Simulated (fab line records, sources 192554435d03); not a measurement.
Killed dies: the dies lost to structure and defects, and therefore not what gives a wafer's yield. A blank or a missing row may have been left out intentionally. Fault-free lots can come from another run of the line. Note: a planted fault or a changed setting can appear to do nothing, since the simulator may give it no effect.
A lot that was struck, set against a sound lot + flow n5_finfet + 12 out of 1938 route steps
Sound: these wafers, L693.1, L693.3, L693.6. The struck wafers were L683.1, L683.5, L683.6. Last of all comes the cause.
Order at every step that has rows: each side's tool, ch and its chambers, its first start. Under that, the readings that differ: sound wafers + struck wafers + difference of the means + sigmas: that difference in standard deviations of wafers without a fault.
alike: readings whose means differ by less than 2 such deviations, and words and numbers that are the same on both sides. not compared: withheld readings, readings that some wafer has no value for, bounds like >300 that may hide the same value, and numbers for which the record gives no deviation and whose values overlap.
The two part at a step that has a row with sigmas, a row that says differs or no value, or rows on one side only. Numbers that have no deviation but don't overlap get no sigmas and don't part them. Lack of a reading on every wafer of one side parts them only where that side has two or more wafers.

first, 9 steps without rows for these wafers: N5_BEOL_M3_SOFTBAKE_23 (time 60 s); N5_BEOL_M3_EXPOSE_25 (exposes mask V2, defocus 5 nm); N5_BEOL_M3_PEB_26 (peb time 60 s); N5_BEOL_M3_DEVELOP_27 (develop time 30 s); N5_BEOL_M3_DESCUM_33 (chemistry O2, time 7 s); N5_BEOL_M3_ETCH_77 (etches underlayer in N2/H2, target depth 6.5 nm, time 5.2 s); N5_BEOL_M3_ETCH_69 (etches SiARC in CF4, target depth 15.6 nm, time 26 s); N5_BEOL_M3_ALD_98 (deposits SiO2, target thk 2.5 nm, pulse time 1 s, co reactant pulse time 1 s); N5_BEOL_M3_ETCHBACK_99 (etches SiO2 in CHF3, target depth 5 nm, time 10.4 s).
N5_BEOL_M3_ETCH_70: etches SOC in N2/H2, target depth 80 nm, overetch 16 nm, time 120 s.
  sound on rie_diel-01 ch 0,2,3, day 12 13:37; struck on rie_diel-01 ch 0,1,2, day 9 13:20
| reading      | sound             | struck            | difference | sigmas |
|--------------|-------------------|-------------------|------------|--------|
| bias_w (W)   | 150.7 149.7 150.1 | 157.6 157.1 157.0 | +7.1       | +15    |
| rf_vpp_V (V) | 524.5 525.0 520.4 | 540.5 537.1 541.1 | +16.3      | +7     |
  alike: drypump_motor_current_A, oes_product_au, showerhead_plenum_p_Torr, throttle_valve_pct
  not compared: rf_hours_counter_h, model.SiARC_of_BEOL_M3_COAT_68.thk_nm
then, 1 step without rows for these wafers: N5_BEOL_M3_STRIP_71 (strips in N2/H2).
N5_BEOL_M4_RC_MEAS_101:
  sound on prober-01 ch 0, day 13 07:59; struck on prober-02 ch 0, day 10 03:53
  alike: DIBL_N, DIBL_P, IOFF_N, IOFF_P, ION_N, ION_P, SS_N, SS_P, VT_N, VT_P

WHERE THEY PART
N5_BEOL_M3_ETCH_70 only, going by this record. Later steps at which nothing parts them and some readings are alike: N5_BEOL_M4_RC_MEAS_101.

WHY: the cause the simulator had injected
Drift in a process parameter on rie_diel-01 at N5_BEOL_M3_ETCH_70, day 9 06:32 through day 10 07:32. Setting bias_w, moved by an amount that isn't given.
